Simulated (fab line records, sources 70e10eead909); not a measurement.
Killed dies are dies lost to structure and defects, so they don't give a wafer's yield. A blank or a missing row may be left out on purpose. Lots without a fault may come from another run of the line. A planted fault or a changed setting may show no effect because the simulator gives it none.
Which tool did it? | flow nand_harc | 12 lots, 36 wafers sampled, at 5 steps of a route of 1302

WHAT THE GAUGES READ, wafer by wafer
NHARC_P_M0_INSPECT_11. Usual: raw_defect_count 4.4, standard deviation 2.4.
lot  | measured     | on                | raw_defect_count | flag
L954 | day 6 04:11  | defect_inspect-02 | 4 4 9            |
L958 | day 7 17:16  | defect_inspect-01 | 7 10 6           |
L959 | day 8 04:47  | defect_inspect-01 | 5 7 4            |
L961 | day 9 01:50  | defect_inspect-02 | 7 7 9            |
L964 | day 10 02:50 | defect_inspect-01 | 1 5 3            |
L963 | day 10 02:41 | defect_inspect-02 | 3 1 3            |
L966 | day 11 00:58 | defect_inspect-01 | 2 4 2            |
L967 | day 12 06:16 | defect_inspect-02 | 4 6 0            |
L973 | day 13 20:58 | defect_inspect-02 | 1 2 1            |
L974 | day 14 02:04 | defect_inspect-01 | 1 1 3            |
L975 | day 14 20:34 | defect_inspect-01 | 6 3 10           |
L976 | day 15 04:09 | defect_inspect-01 | 3 3 5            |

WHICH TOOL RAN EACH LOT (tool, then ch and the chambers of the sampled wafers, then the start)
lot  | NHARC_P_GATE_DEGAS_109       | NHARC_P_CONTACT_DEP_30          | NHARC_P_CONTACT_CVD_23        | NHARC_P_CONTACT_CMP_24
L954 | pvd_sputter-01, day 5 21:11  | pecvd-01 ch 1,2, day 5 22:14    | cvd_w-02 ch 0,1, day 6 02:11  | cmp-02 ch 0,2, day 6 02:44
L958 | pvd_sputter-02, day 7 10:23  | pecvd-01 ch 1,2, day 7 11:24    | cvd_w-01 ch 0,1, day 7 15:20  | cmp-02 ch 0,1,2, day 7 15:50
L959 | pvd_sputter-03, day 7 21:56  | pecvd-04 ch 0,1, day 7 23:01    | cvd_w-01 ch 0,1, day 8 02:49  | cmp-04 ch 0,3, day 8 03:27
L961 | pvd_sputter-03, day 8 18:57  | pecvd-02 ch 1,2, day 8 20:10    | cvd_w-02 ch 0,1, day 8 23:46  | cmp-04 ch 0,1,3, day 9 00:26
L964 | pvd_sputter-03, day 9 18:59  | pecvd-04 ch 0,1, day 9 20:11    | cvd_w-02 ch 0,1, day 9 23:57  | cmp-04 ch 0,1,2, day 10 01:17
L963 | pvd_sputter-02, day 9 19:50  | pecvd-02 ch 0,1, day 9 20:52    | cvd_w-02 ch 0,1, day 10 00:43 | cmp-03 ch 1,2,3, day 10 01:17
L966 | pvd_sputter-03, day 10 16:32 | pecvd-01 ch 0,1,2, day 10 17:41 | cvd_w-02 ch 0,1, day 10 22:07 | cmp-03 ch 0,1,2, day 10 23:23
L967 | pvd_sputter-01, day 11 20:48 | pecvd-01 ch 0,1, day 11 21:52   | cvd_w-02 ch 0,1, day 12 01:41 | cmp-02 ch 0,2, day 12 04:38
L973 | pvd_sputter-02, day 13 14:07 | pecvd-04 ch 0,1, day 13 15:10   | cvd_w-02 ch 0,1, day 13 18:59 | cmp-03 ch 0,3, day 13 19:34
L974 | pvd_sputter-01, day 13 19:20 | pecvd-04 ch 0,1,2, day 13 20:22 | cvd_w-02 ch 0, day 14 00:07   | cmp-04 ch 0,1,3, day 14 00:46
L975 | pvd_sputter-01, day 14 13:38 | pecvd-01 ch 0,2, day 14 14:41   | cvd_w-02 ch 0,1, day 14 18:26 | cmp-04 ch 0,2,3, day 14 19:07
L976 | pvd_sputter-01, day 14 21:34 | pecvd-04 ch 0,1, day 14 22:35   | cvd_w-02 ch 0,1, day 15 02:12 | cmp-04 ch 0,3, day 15 02:51
- NHARC_P_GATE_DEGAS_109: time 60 s.
- NHARC_P_CONTACT_DEP_30: deposits SiNx, target thk 30 nm.
- NHARC_P_CONTACT_CVD_23: deposits W, target thk 200 nm, time 557 s.
- NHARC_P_CONTACT_CMP_24: polishes, t overpolish 30 s, target thk 200 nm.

WHAT THE TOOLS THEMSELVES READ (means of the sampled wafers that have a number; where no wafer has one, the mark that the record gives instead)
NHARC_P_GATE_DEGAS_109. Usual: heater_power_w 462 W, standard deviation 44.
lot  | tool           | heater_power_w (W) | flag
L954 | pvd_sputter-01 | 434                |
L958 | pvd_sputter-02 | 406                |
L959 | pvd_sputter-03 | 499                |
L961 | pvd_sputter-03 | 459                |
L964 | pvd_sputter-03 | 491                |
L963 | pvd_sputter-02 | 455                |
L966 | pvd_sputter-03 | 517                |
L967 | pvd_sputter-01 | 470                |
L973 | pvd_sputter-02 | 424                |
L974 | pvd_sputter-01 | 456                |
L975 | pvd_sputter-01 | 467                |
L976 | pvd_sputter-01 | 478                |

NHARC_P_CONTACT_DEP_30. Usual: heater_power_outer_w 469 W, standard deviation 53; heater_power_w 803 W, standard deviation 100.
lot  | tool     | heater_power_outer_w (W) | heater_power_w (W) | flag
L954 | pecvd-01 | 476                      | 784                |
L958 | pecvd-01 | 511                      | 829                |
L959 | pecvd-04 | 468                      | 764                |
L961 | pecvd-02 | 514                      | 824                |
L964 | pecvd-04 | 475                      | 776                |
L963 | pecvd-02 | 574                      | 954                |
L966 | pecvd-01 | 453                      | 753                |
L967 | pecvd-01 | 439                      | 741                |
L973 | pecvd-04 | 422                      | 735                |
L974 | pecvd-04 | 425                      | 766                |
L975 | pecvd-01 | 492                      | 811                |
L976 | pecvd-04 | 380                      | 651                |

NHARC_P_CONTACT_CVD_23. Usual: heater_power_outer_w 240 W, standard deviation 19; heater_power_w 422 W, standard deviation 22; mfc_h2_sccm 1600 sccm, standard deviation 4.4; throttle_valve_pct 8.22 %, standard deviation 0.23.
lot  | tool     | heater_power_outer_w (W) | heater_power_w (W) | mfc_h2_sccm (sccm) | throttle_valve_pct (%) | flag
L954 | cvd_w-02 | 257                      | 440                | 1597               | 8.26                   |
L958 | cvd_w-01 | 218                      | 404                | 1596               | 8.15                   |
L959 | cvd_w-01 | 219                      | 406                | 1591               | 8.21                   |
L961 | cvd_w-02 | 250                      | 442                | 1601               | 8.29                   |
L964 | cvd_w-02 | 251                      | 433                | 1600               | 8.40                   |
L963 | cvd_w-02 | 256                      | 445                | 1598               | 8.32                   |
L966 | cvd_w-02 | 259                      | 444                | 1601               | 8.30                   |
L967 | cvd_w-02 | 258                      | 446                | 1601               | 8.29                   |
L973 | cvd_w-02 | 244                      | 415                | 1599               | 8.22                   |
L974 | cvd_w-02 | 238                      | 411                | 1596               | 8.37                   |
L975 | cvd_w-02 | 251                      | 426                | 1597               | 8.42                   |
L976 | cvd_w-02 | 248                      | 432                | 1600               | 8.34                   |

NHARC_P_CONTACT_CMP_24. Usual: motor_current_A 11.8 A, standard deviation 1.2; overpolish_run_s 29.999 s, standard deviation 0.0093; retaining_ring_pressure_frac 1.000, standard deviation 0.0048; time_to_endpoint_s 40.2 s, standard deviation 3.
lot  | tool   | motor_current_A (A) | overpolish_run_s (s) | retaining_ring_pressure_frac | time_to_endpoint_s (s) | flag
L954 | cmp-02 | 12.0                | 30.004               | 1.002                        | 47.4                   |
L958 | cmp-02 | 12.4                | 29.994               | 1.001                        | 41.5                   |
L959 | cmp-04 | 12.9                | 30.003               | 1.001                        | 43.1                   |
L961 | cmp-04 | 12.1                | 29.992               | 0.998                        | 41.5                   |
L964 | cmp-04 | 10.8                | 30.001               | 1.000                        | 81.7                   | OFF
L963 | cmp-03 | 11.6                | 29.996               | 1.000                        | 37.0                   |
L966 | cmp-03 | 11.4                | 30.002               | 1.000                        | 78.6                   | OFF
L967 | cmp-02 | 12.8                | 30.005               | 1.004                        | 77.0                   | OFF
L973 | cmp-03 | 11.6                | 29.996               | 0.995                        | 42.7                   |
L974 | cmp-04 | 11.8                | 29.995               | 1.000                        | 42.4                   |
L975 | cmp-04 | 11.5                | 29.999               | 1.002                        | 37.9                   |
L976 | cmp-04 | 12.5                | 29.999               | 1.000                        | 39.6                   |

THE ANSWER, worked out from the rows above alone
Rule: a lot is off if the mean of its wafers that have a number lies more than 3 standard deviations from the usual mean. A lot without any number at a reading at which 4 lots or more have one is off too. The other lots that the step has rows for count as sound. The gauges are gone through in route order, then the tools' own readings, and for those a lot's mean is taken as printed above. The first step at which some lot is off is used, and at that step the reading that is off furthest; a lot without a number counts as furthest.
Off: L964, L966, L967, at NHARC_P_CONTACT_CMP_24 (time_to_endpoint_s).
A tool fits if, at that step or a process step before it, it ran every lot that is off, and no sound lot after the first of them. None of those tried fits.

WHAT THE SIMULATOR HAD PUT IN
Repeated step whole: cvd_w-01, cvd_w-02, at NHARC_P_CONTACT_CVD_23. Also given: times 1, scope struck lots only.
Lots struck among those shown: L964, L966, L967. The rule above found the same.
